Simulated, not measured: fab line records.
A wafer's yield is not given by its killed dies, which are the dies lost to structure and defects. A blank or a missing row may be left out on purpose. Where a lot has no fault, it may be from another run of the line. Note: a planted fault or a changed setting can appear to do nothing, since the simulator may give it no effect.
Which tool was responsible? / flow n5 finfet / 8 lots, 24 wafers sampled, at 8 steps of a route of 1938

## WHAT THE GAUGES SHOWED, per wafer
N5_BEOL_M0_SAQP_INSPECT_16: inspects for defects (brightfield). Usual: raw defect count reads 464 (standard deviation 120).
lot=L815; measured=day 6 00:51; on=defect inspect-02; raw defect count=478 440 405; flag=
lot=L816; measured=day 6 09:21; on=defect inspect-02; raw defect count=413 540 502; flag=
lot=L821; measured=day 7 07:33; on=defect inspect-02; raw defect count=579 618 673; flag=
lot=L822; measured=day 7 17:00; on=defect inspect-01; raw defect count=305 696 294; flag=
lot=L824; measured=day 10 18:37; on=defect inspect-01; raw defect count=521 1020 438; flag=
lot=L827; measured=day 10 18:38; on=defect inspect-01; raw defect count=404 357 386; flag=
lot=L831; measured=day 10 19:28; on=defect inspect-01; raw defect count=390 250 358; flag=
lot=L833; measured=day 10 18:53; on=defect inspect-01; raw defect count=389 497 409; flag=

N5_BEOL_M0_SAQP_INSPECT_42: inspects for defects (brightfield). Usual: raw defect count reads 276 (standard deviation 79).
lot=L815; measured=day 6 04:38; on=defect inspect-01; raw defect count=428 304 242; flag=
lot=L816; measured=day 6 13:20; on=defect inspect-01; raw defect count=311 353 417; flag=
lot=L821; measured=day 7 11:20; on=defect inspect-01; raw defect count=390 329 318; flag=
lot=L822; measured=day 7 20:59; on=defect inspect-01; raw defect count=232 374 217; flag=
lot=L824; measured=day 10 23:56; on=defect inspect-02; raw defect count=353 709 245; flag=
lot=L827; measured=day 10 23:59; on=defect inspect-01; raw defect count=331 203 240; flag=
lot=L831; measured=day 11 03:57; on=defect inspect-02; raw defect count=272 166 279; flag=
lot=L833; measured=day 11 01:22; on=defect inspect-01; raw defect count=297 251 233; flag=

N5_BEOL_M0_CUTY_INSPECT_59: inspects for defects (macro). Usual: raw defect count reads 2.1 (standard deviation 1.4).
lot=L815; measured=day 6 06:01; on=defect inspect-02; raw defect count=1 1 1; flag=
lot=L816; measured=day 6 15:32; on=defect inspect-02; raw defect count=2 2 1; flag=
lot=L821; measured=day 7 13:22; on=defect inspect-02; raw defect count=2 0 0; flag=
lot=L822; measured=day 7 22:16; on=defect inspect-02; raw defect count=2 1 5; flag=
lot=L824; measured=day 11 02:20; on=defect inspect-02; raw defect count=2 231 4; flag=OFF
lot=L827; measured=day 11 02:34; on=defect inspect-02; raw defect count=2 2 3; flag=
lot=L831; measured=day 11 05:24; on=defect inspect-01; raw defect count=3 5 0; flag=
lot=L833; measured=day 11 03:04; on=defect inspect-01; raw defect count=2 1 2; flag=

N5_BEOL_M4_RC_MEAS_101. Usual: DIBL_N 36.3 mV/V, standard deviation 1.9; DIBL_P 36.0 mV/V, standard deviation 2.1; IOFF_N 0.16 nA/um, standard deviation 0.031; IOFF_P 0.21 nA/um, standard deviation 0.035; ION_N 675 uA/um, standard deviation 14; ION_P 464 uA/um, standard deviation 8.5; SS_N 71.5 mV/dec, standard deviation 0.6; SS_P 73.3 mV/dec, standard deviation 0.72; VT_N 250 mV, standard deviation 3.2; VT_P -250 mV, standard deviation 3.1.
lot=L815; measured=day 8 06:11; on=prober-01; DIBL_N (mV/V)=33.5 37.7 34.6; DIBL_P (mV/V)=31.3 36.1 32.5; IOFF_N (nA/um)=0.11 0.17 0.13; IOFF_P (nA/um)=0.14 0.20 0.15; ION_N (uA/um)=649 662 664; ION_P (uA/um)=443 455 452; SS_N (mV/dec)=70.3 72.0 71.9; SS_P (mV/dec)=72.5 73.5 72.4; VT_N (mV)=254 253 253; VT_P (mV)=-258 -252 -256; flag=
lot=L816; measured=day 8 15:01; on=prober-01; DIBL_N (mV/V)=34.5 34.5 39.1; DIBL_P (mV/V)=36.0 36.8 41.7; IOFF_N (nA/um)=0.14 0.14 0.24; IOFF_P (nA/um)=0.19 0.20 0.29; ION_N (uA/um)=691 673 698; ION_P (uA/um)=475 464 470; SS_N (mV/dec)=70.4 70.9 71.9; SS_P (mV/dec)=73.7 74.3 74.9; VT_N (mV)=249 251 242; VT_P (mV)=-252 -250 -247; flag=
lot=L821; measured=day 9 10:14; on=prober-01; DIBL_N (mV/V)=33.6 36.4 35.0; DIBL_P (mV/V)=31.7 35.0 34.1; IOFF_N (nA/um)=0.10 0.14 0.12; IOFF_P (nA/um)=0.16 0.21 0.20; ION_N (uA/um)=667 675 663; ION_P (uA/um)=464 462 462; SS_N (mV/dec)=70.8 72.4 70.9; SS_P (mV/dec)=71.8 72.9 72.1; VT_N (mV)=257 252 255; VT_P (mV)=-254 -248 -249; flag=
lot=L822; measured=day 9 16:55; on=prober-01; DIBL_N (mV/V)=37.2 33.7 30.6; DIBL_P (mV/V)=39.2 35.7 31.6; IOFF_N (nA/um)=0.19 0.13 0.09; IOFF_P (nA/um)=0.23 0.18 0.13; ION_N (uA/um)=662 667 638; ION_P (uA/um)=451 454 441; SS_N (mV/dec)=72.9 70.8 70.6; SS_P (mV/dec)=73.5 72.9 72.3; VT_N (mV)=250 252 256; VT_P (mV)=-249 -255 -255; flag=
lot=L824; measured=day 13 07:37; on=prober-01; DIBL_N (mV/V)=38.0 39.8 36.5; DIBL_P (mV/V)=36.9 38.6 34.7; IOFF_N (nA/um)=0.18 0.22 0.15; IOFF_P (nA/um)=0.25 0.28 0.21; ION_N (uA/um)=688 686 667; ION_P (uA/um)=464 470 458; SS_N (mV/dec)=71.5 72.1 71.7; SS_P (mV/dec)=73.6 74.4 72.7; VT_N (mV)=248 247 251; VT_P (mV)=-250 -246 -250; flag=
lot=L827; measured=day 12 21:15; on=prober-01; DIBL_N (mV/V)=37.7 36.4 37.2; DIBL_P (mV/V)=35.8 34.5 34.4; IOFF_N (nA/um)=0.17 0.15 0.16; IOFF_P (nA/um)=0.22 0.19 0.19; ION_N (uA/um)=691 675 676; ION_P (uA/um)=473 462 460; SS_N (mV/dec)=72.6 72.1 72.3; SS_P (mV/dec)=73.5 72.9 72.9; VT_N (mV)=248 250 251; VT_P (mV)=-246 -251 -251; flag=
lot=L831; measured=day 13 19:43; on=prober-02; DIBL_N (mV/V)=37.5 39.9 40.5; DIBL_P (mV/V)=35.8 38.6 39.5; IOFF_N (nA/um)=0.16 0.21 0.24; IOFF_P (nA/um)=0.21 0.25 0.27; ION_N (uA/um)=694 683 715; ION_P (uA/um)=471 462 481; SS_N (mV/dec)=71.5 72.6 72.2; SS_P (mV/dec)=74.1 74.0 74.0; VT_N (mV)=249 245 244; VT_P (mV)=-249 -247 -245; flag=
lot=L833; measured=day 13 01:41; on=prober-01; DIBL_N (mV/V)=35.2 35.7 37.2; DIBL_P (mV/V)=36.5 36.8 39.7; IOFF_N (nA/um)=0.14 0.16 0.19; IOFF_P (nA/um)=0.17 0.18 0.22; ION_N (uA/um)=678 681 698; ION_P (uA/um)=458 457 471; SS_N (mV/dec)=70.4 71.7 72.5; SS_P (mV/dec)=72.9 73.2 73.5; VT_N (mV)=248 248 246; VT_P (mV)=-257 -254 -250; flag=

## EACH LOT AND THE TOOL THAT RAN IT (in order: tool; ch and the chambers of the sampled wafers; start)
lot=L815; N5_MOL_CONTACT_COAG_CMP_52=cmp-03 ch 0,2, day 5 17:40; N5_BEOL_M0_SAQP_PECVD_04=pecvd-04 ch 0,2, day 6 00:13; N5_BEOL_M0_SAQP_HM_DEP_111=pecvd-04 ch 0,1,2, day 6 00:21; N5_BEOL_M0_SAQP_STRIP_86=rie diel-05 ch 1,2, day 6 01:16
lot=L816; N5_MOL_CONTACT_COAG_CMP_52=cmp-03 ch 0,1,3, day 6 04:05; N5_BEOL_M0_SAQP_PECVD_04=pecvd-01 ch 1,2, day 6 08:43; N5_BEOL_M0_SAQP_HM_DEP_111=pecvd-03 ch 0,1, day 6 08:51; N5_BEOL_M0_SAQP_STRIP_86=rie diel-01 ch 1,2,3, day 6 09:51
lot=L821; N5_MOL_CONTACT_COAG_CMP_52=cmp-01 ch 0,1,2, day 7 02:40; N5_BEOL_M0_SAQP_PECVD_04=pecvd-01 ch 0,1,2, day 7 07:02; N5_BEOL_M0_SAQP_HM_DEP_111=pecvd-04 ch 0,1, day 7 07:11; N5_BEOL_M0_SAQP_STRIP_86=rie diel-06 ch 0,2,3, day 7 07:58
lot=L822; N5_MOL_CONTACT_COAG_CMP_52=cmp-02 ch 1,2,3, day 7 12:09; N5_BEOL_M0_SAQP_PECVD_04=pecvd-04 ch 0,2, day 7 16:21; N5_BEOL_M0_SAQP_HM_DEP_111=pecvd-03 ch 1,2, day 7 16:29; N5_BEOL_M0_SAQP_STRIP_86=rie diel-05 ch 0,2,3, day 7 17:28
lot=L824; N5_MOL_CONTACT_COAG_CMP_52=cmp-01 ch 0,1,2, day 8 03:56; N5_BEOL_M0_SAQP_PECVD_04=pecvd-04 ch 1,2, day 10 17:40; N5_BEOL_M0_SAQP_HM_DEP_111=pecvd-04 ch 0,1, day 10 17:48; N5_BEOL_M0_SAQP_STRIP_86=rie diel-01 ch 0,1, day 10 19:21
lot=L827; N5_MOL_CONTACT_COAG_CMP_52=cmp-03 ch 1,2, day 8 23:30; N5_BEOL_M0_SAQP_PECVD_04=pecvd-01 ch 0, day 10 17:49; N5_BEOL_M0_SAQP_HM_DEP_111=pecvd-01 ch 0,1, day 10 18:02; N5_BEOL_M0_SAQP_STRIP_86=rie diel-05 ch 0,2, day 10 19:22
lot=L831; N5_MOL_CONTACT_COAG_CMP_52=cmp-02 ch 0,1,3, day 9 19:43; N5_BEOL_M0_SAQP_PECVD_04=pecvd-03 ch 0,1,2, day 10 18:44; N5_BEOL_M0_SAQP_HM_DEP_111=pecvd-03 ch 0,1, day 10 18:58; N5_BEOL_M0_SAQP_STRIP_86=rie diel-05 ch 0,2,3, day 10 20:19
lot=L833; N5_MOL_CONTACT_COAG_CMP_52=cmp-02 ch 0,1,2, day 10 07:55; N5_BEOL_M0_SAQP_PECVD_04=pecvd-04 ch 0,1,2, day 10 18:01; N5_BEOL_M0_SAQP_HM_DEP_111=pecvd-03 ch 0,1,2, day 10 18:09; N5_BEOL_M0_SAQP_STRIP_86=rie diel-06 ch 0,1, day 10 19:49
- N5_MOL_CONTACT_COAG_CMP_52: polishes, stops on SiO2, t overpolish 1.5 s, target thk 66.5 nm.
- N5_BEOL_M0_SAQP_PECVD_04: deposits a-Si from SiH4/He, target thk 60 nm, time 60.2 s.
- N5_BEOL_M0_SAQP_HM_DEP_111: deposits SiO2 from SiH4/N2O, target thk 12 nm, time 7.2 s.
- N5_BEOL_M0_SAQP_STRIP_86: strips in N2/H2.

## WHAT THE TOOLS THEMSELVES READ (means of the sampled wafers that have a number; where no wafer has one, the mark that the record gives instead)
N5_MOL_CONTACT_COAG_CMP_52. Usual: motor current A 11.8 A, standard deviation 1.4; overpolish run s 1.500 s, standard deviation 0.0084; retaining ring pressure frac 0.999, standard deviation 0.0046; time to endpoint s 14.0 s, standard deviation 2.1.
lot=L815; tool=cmp-03; motor current A (A)=11.3; overpolish run s (s)=1.500; retaining ring pressure frac=1.004; time to endpoint s (s)=17.1; flag=
lot=L816; tool=cmp-03; motor current A (A)=12.3; overpolish run s (s)=1.491; retaining ring pressure frac=0.999; time to endpoint s (s)=15.2; flag=
lot=L821; tool=cmp-01; motor current A (A)=13.1; overpolish run s (s)=1.495; retaining ring pressure frac=0.999; time to endpoint s (s)=18.0; flag=
lot=L822; tool=cmp-02; motor current A (A)=12.0; overpolish run s (s)=1.500; retaining ring pressure frac=0.999; time to endpoint s (s)=12.6; flag=
lot=L824; tool=cmp-01; motor current A (A)=13.3; overpolish run s (s)=1.500; retaining ring pressure frac=0.998; time to endpoint s (s)=15.1; flag=
lot=L827; tool=cmp-03; motor current A (A)=12.8; overpolish run s (s)=1.505; retaining ring pressure frac=1.001; time to endpoint s (s)=12.2; flag=
lot=L831; tool=cmp-02; motor current A (A)=11.4; overpolish run s (s)=1.490; retaining ring pressure frac=1.003; time to endpoint s (s)=14.0; flag=
lot=L833; tool=cmp-02; motor current A (A)=11.0; overpolish run s (s)=1.503; retaining ring pressure frac=1.002; time to endpoint s (s)=12.8; flag=

N5_BEOL_M0_SAQP_PECVD_04. Usual: heater power w 623 W, standard deviation 86; showerhead plenum p Torr 5.69 Torr, standard deviation 0.063; throttle valve pct 18.7 %, standard deviation 1.2.
lot=L815; tool=pecvd-04; heater power w (W)=573; showerhead plenum p Torr (Torr)=5.68; throttle valve pct (%)=18.5; flag=
lot=L816; tool=pecvd-01; heater power w (W)=777; showerhead plenum p Torr (Torr)=5.59; throttle valve pct (%)=17.4; flag=
lot=L821; tool=pecvd-01; heater power w (W)=721; showerhead plenum p Torr (Torr)=5.67; throttle valve pct (%)=18.8; flag=
lot=L822; tool=pecvd-04; heater power w (W)=521; showerhead plenum p Torr (Torr)=5.68; throttle valve pct (%)=18.6; flag=
lot=L824; tool=pecvd-04; heater power w (W)=564; showerhead plenum p Torr (Torr)=5.69; throttle valve pct (%)=17.5; flag=
lot=L827; tool=pecvd-01; heater power w (W)=626; showerhead plenum p Torr (Torr)=5.76; throttle valve pct (%)=20.7; flag=
lot=L831; tool=pecvd-03; heater power w (W)=617; showerhead plenum p Torr (Torr)=5.67; throttle valve pct (%)=18.8; flag=
lot=L833; tool=pecvd-04; heater power w (W)=543; showerhead plenum p Torr (Torr)=5.68; throttle valve pct (%)=17.7; flag=

N5_BEOL_M0_SAQP_HM_DEP_111. Usual: heater power w 754 W, standard deviation 90; showerhead plenum p Torr 8.18 Torr, standard deviation 0.14.
lot=L815; tool=pecvd-04; heater power w (W)=691; showerhead plenum p Torr (Torr)=8.20; flag=
lot=L816; tool=pecvd-03; heater power w (W)=821; showerhead plenum p Torr (Torr)=8.17; flag=
lot=L821; tool=pecvd-04; heater power w (W)=725; showerhead plenum p Torr (Torr)=8.28; flag=
lot=L822; tool=pecvd-03; heater power w (W)=796; showerhead plenum p Torr (Torr)=8.12; flag=
lot=L824; tool=pecvd-04; heater power w (W)=771; showerhead plenum p Torr (Torr)=8.28; flag=
lot=L827; tool=pecvd-01; heater power w (W)=752; showerhead plenum p Torr (Torr)=8.26; flag=
lot=L831; tool=pecvd-03; heater power w (W)=759; showerhead plenum p Torr (Torr)=8.18; flag=
lot=L833; tool=pecvd-03; heater power w (W)=809; showerhead plenum p Torr (Torr)=8.16; flag=

N5_BEOL_M0_SAQP_STRIP_86. Usual: drypump motor current A 5.8 A, standard deviation 0.71; n2 flow sccm 300.0 sccm, standard deviation 0.79; oes product au 0.76 a.u., standard deviation 0.08; rf vpp V 121.9 V, standard deviation 1.4; showerhead plenum p Torr 3.36 Torr, standard deviation 0.12; throttle valve pct 18.97 %, standard deviation 0.28.
lot=L815; tool=rie diel-05; drypump motor current A (A)=6.2; n2 flow sccm (sccm)=299.6; oes product au (a.u.)=0.74; rf vpp V (V)=121.4; showerhead plenum p Torr (Torr)=3.30; throttle valve pct (%)=18.98; flag=
lot=L816; tool=rie diel-01; drypump motor current A (A)=5.1; n2 flow sccm (sccm)=300.3; oes product au (a.u.)=0.73; rf vpp V (V)=122.3; showerhead plenum p Torr (Torr)=3.37; throttle valve pct (%)=18.97; flag=
lot=L821; tool=rie diel-06; drypump motor current A (A)=6.1; n2 flow sccm (sccm)=299.9; oes product au (a.u.)=0.85; rf vpp V (V)=122.4; showerhead plenum p Torr (Torr)=3.40; throttle valve pct (%)=18.73; flag=
lot=L822; tool=rie diel-05; drypump motor current A (A)=5.7; n2 flow sccm (sccm)=299.2; oes product au (a.u.)=0.78; rf vpp V (V)=122.3; showerhead plenum p Torr (Torr)=3.41; throttle valve pct (%)=19.03; flag=
lot=L824; tool=rie diel-01; drypump motor current A (A)=5.1; n2 flow sccm (sccm)=300.3; oes product au (a.u.)=0.70; rf vpp V (V)=121.6; showerhead plenum p Torr (Torr)=3.45; throttle valve pct (%)=19.00; flag=
lot=L827; tool=rie diel-05; drypump motor current A (A)=5.8; n2 flow sccm (sccm)=299.3; oes product au (a.u.)=0.68; rf vpp V (V)=121.9; showerhead plenum p Torr (Torr)=3.36; throttle valve pct (%)=19.07; flag=
lot=L831; tool=rie diel-05; drypump motor current A (A)=5.7; n2 flow sccm (sccm)=300.3; oes product au (a.u.)=0.76; rf vpp V (V)=121.9; showerhead plenum p Torr (Torr)=3.40; throttle valve pct (%)=19.05; flag=
lot=L833; tool=rie diel-06; drypump motor current A (A)=6.1; n2 flow sccm (sccm)=299.7; oes product au (a.u.)=0.78; rf vpp V (V)=122.0; showerhead plenum p Torr (Torr)=3.46; throttle valve pct (%)=18.62; flag=

## THE ANSWER, worked out from the rows above alone
Rule: a lot is off if the mean of its wafers that have a number lies more than 3 standard deviations from the usual mean. A lot without any number at a reading at which 4 lots or more have one is off too. Any other lot the step has rows for is counted as sound. After the gauges, taken in route order, come the tools' own readings; for these a lot's mean is taken, as printed above. The first step at which some lot is off is used, and at that step the reading that is off furthest; a lot without a number counts as furthest.
Off, at N5_BEOL_M0_CUTY_INSPECT_59 on raw defect count: L824.
If a tool, at a process step before that reading, ran all the lots that are off and no sound lot after the first of them, it fits. Those tools and the gauges at N5_BEOL_M0_CUTY_INSPECT_59 are tried in the same way. Can't be told from this: 3 tools fit, cmp-01 at N5_MOL_CONTACT_COAG_CMP_52, pecvd-04 at N5_BEOL_M0_SAQP_HM_DEP_111, rie diel-01 at N5_BEOL_M0_SAQP_STRIP_86.

## WHAT THE SIMULATOR PUT IN
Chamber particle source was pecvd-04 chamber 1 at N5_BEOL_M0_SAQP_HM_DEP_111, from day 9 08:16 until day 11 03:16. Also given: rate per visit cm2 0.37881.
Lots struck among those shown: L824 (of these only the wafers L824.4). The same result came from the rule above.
